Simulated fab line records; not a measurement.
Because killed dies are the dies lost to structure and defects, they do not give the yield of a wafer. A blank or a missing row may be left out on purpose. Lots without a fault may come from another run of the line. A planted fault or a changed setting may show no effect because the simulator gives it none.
One fault seen from 3 desks    flow nand_harc    numbers are kept per desk, each desk with only its own; the story behind them comes last

== AT THE METROLOGY DESK ==
Means of the sampled wafers that have a number, per lot and without regard to the tool the lot ran on: this is what the gauges read. Any lot whose mean is over 4 standard deviations away from the usual mean is out of limits and marked OUT; that distance is given in the brackets.
Columns: A = cd_nm at NHARC_A_SLIT_CD_MEAS_09, usual 299.9 nm; B = overlay_x_nm at NHARC_A_SLIT_OVL_MEAS_10, usual -0.1 nm; C = overlay_y_nm at NHARC_A_SLIT_OVL_MEAS_10, usual 0.1 nm
lot   first seen here  A      B     C
L480  day 20 14:31     300.2  -0.9  0.0
L486  day 23 14:32     299.7  0.9   -0.3
L484  day 23 15:46     300.2  -0.8  1.2
L492  day 25 11:44     300.5  -0.8  -1.5
L499  day 29 00:46     300.2  0.9   0.6
This desk's verdict: no lot among the 5 shows anything out of limits.

== THE DEFECT DESK ==
What the inspections along the route counted, lot by lot: means of the sampled wafers that have a number. Any lot whose mean is over 4 standard deviations away from the usual mean is out of limits and marked OUT; that distance is given in the brackets.
Columns: A = raw_defect_count at NHARC_A_SLIT_INSPECT_11, usual 64
lot   first seen here  A
L480  day 20 14:38     66
L486  day 23 14:40     76
L484  day 23 15:52     82
L492  day 25 11:51     44
L499  day 29 00:53     56
This desk's verdict: no lot among the 5 shows anything out of limits.

== DESK OF THE TOOL OWNER: rie_diel-05 ==
The tool's own readings at NHARC_A_SLIT_DESCUM_14 (chemistry O2, time 3 s): means of the sampled wafers that have a number, for each lot that ran on this tool. Any lot whose mean is over 4 standard deviations away from the usual mean is out of limits and marked OUT; that distance is given in the brackets.
Columns: A = chamber_pressure_mTorr at NHARC_A_SLIT_DESCUM_14, usual 60.00 mTorr; B = drypump_motor_current_A at NHARC_A_SLIT_DESCUM_14, usual 5.7 A; C = oes_product_au at NHARC_A_SLIT_DESCUM_14, usual 1.004 a.u.; D = rf_vpp_V at NHARC_A_SLIT_DESCUM_14, usual 57.9 V; E = run_length_s at NHARC_A_SLIT_DESCUM_14, usual 23.9 s; F = showerhead_plenum_p_Torr at NHARC_A_SLIT_DESCUM_14, usual 1.94 Torr; G = throttle_valve_pct at NHARC_A_SLIT_DESCUM_14, usual 11.311 %
lot   first seen here  A      B    C      D     E     F     G
L484  day 23 15:58     60.05  6.0  0.999  58.7  24.6  1.89  11.306
L499  day 29 00:57     60.03  5.7  0.988  57.5  24.0  1.95  11.315
This desk's verdict: no lot among the 2 shows anything out of limits.

== ALL TOGETHER ==
The metrology desk saw nothing out of limits.
Nothing the defect desk looked at was out of limits.
The desk of the tool owner found nothing out of limits.

== WHAT WAS PUT IN BY THE SIMULATOR ==
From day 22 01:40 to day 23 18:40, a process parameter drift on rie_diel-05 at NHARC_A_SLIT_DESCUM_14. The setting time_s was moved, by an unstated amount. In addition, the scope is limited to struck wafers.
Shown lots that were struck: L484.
